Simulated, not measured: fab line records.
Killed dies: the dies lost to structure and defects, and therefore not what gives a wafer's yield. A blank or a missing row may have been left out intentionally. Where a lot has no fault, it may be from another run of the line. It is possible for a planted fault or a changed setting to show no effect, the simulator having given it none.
Chamber matching + flow n5_finfet + N5_BEOL_M9_STRIP_36 on rie_diel-02: 4 sister chambers
The step strips in N2/H2. 14 wafers are shown with their chamber, then 6 later ones without.

## WAFERS WITH THEIR CHAMBER
| wafer  | chamber | oes_product_au (a.u.) | showerhead_plenum_p_Torr (Torr) | drypump_motor_current_A (A) |
|--------|---------|-----------------------|---------------------------------|-----------------------------|
| L155.2 | 1       | 0.71                  | 2.52                            | 6.4                         |
| L155.5 | 3       | 0.88                  | 2.68                            | 5.6                         |
| L155.6 | 2       | 0.85                  | 2.57                            | 6.4                         |
| L157.2 | 3       | 0.86                  | 2.67                            | 5.5                         |
| L157.4 | 2       | 0.85                  | 2.57                            | 6.3                         |
| L157.5 | 3       | 0.88                  | 2.68                            | 5.5                         |
| L160.1 | 2       | 0.85                  | 2.57                            | 6.3                         |
| L160.3 | 3       | 0.88                  | 2.68                            | 5.5                         |
| L160.4 | 0       | 0.70                  | 2.51                            | 6.3                         |
| L161.3 | 2       | 0.85                  | 2.57                            | 6.3                         |
| L161.5 | 2       | 0.85                  | 2.57                            | 6.3                         |
| L161.6 | 1       | 0.71                  | 2.51                            | 6.4                         |
| L163.3 | 0       | 0.69                  | 2.50                            | 6.3                         |
| L163.5 | 0       | 0.69                  | 2.50                            | 6.3                         |

SIGNATURES (means of the wafers above)
| reading                  | chamber 0 | chamber 1 | chamber 2 | chamber 3 | scatter within a chamber |
|--------------------------|-----------|-----------|-----------|-----------|--------------------------|
| oes_product_au           | 0.6933    | 0.7100    | 0.8500    | 0.8750    | 0.00606                  |
| showerhead_plenum_p_Torr | 2.5033    | 2.5150    | 2.5700    | 2.6775    | 0.00438                  |
| drypump_motor_current_A  | 6.300     | 6.400     | 6.320     | 5.525     | 0.0394                   |
Rule: a wafer's distance from a chamber is the root of the sum, over the readings, of the square of ((its reading less the chamber's mean) divided by the reading's scatter). The wafer belongs to the nearest chamber; if the next one is less than 2 further off, it can't be placed. The scatter: the root of (the sum of the squares of (reading less its chamber's mean) over the shown wafers, divided by (wafers less chambers)).

## WAFERS MISSING THEIR CHAMBER
| wafer  | oes_product_au (a.u.) | showerhead_plenum_p_Torr (Torr) | drypump_motor_current_A (A) |
|--------|-----------------------|---------------------------------|-----------------------------|
| L164.2 | 0.85                  | 2.67                            | 5.5                         |
| L164.5 | 0.84                  | 2.57                            | 6.4                         |
| L164.6 | 0.72                  | 2.51                            | 6.4                         |
| L174.1 | 0.68                  | 2.49                            | 6.4                         |
| L174.4 | 0.81                  | 2.55                            | 6.3                         |
| L174.5 | 0.83                  | 2.66                            | 5.5                         |

## THE CHAMBER EACH PASSED THROUGH
| wafer  | from the rows above | in truth |
|--------|---------------------|----------|
| L164.2 | 3                   | 3        |
| L164.5 | 2                   | 2        |
| L164.6 | 1                   | 1        |
| L174.1 | 0                   | 0        |
| L174.4 | 2                   | 2        |
| L174.5 | 3                   | 3        |
Correct placement for 6 of the 6. Can't be placed from these rows: 0. Placed wrongly: 0.
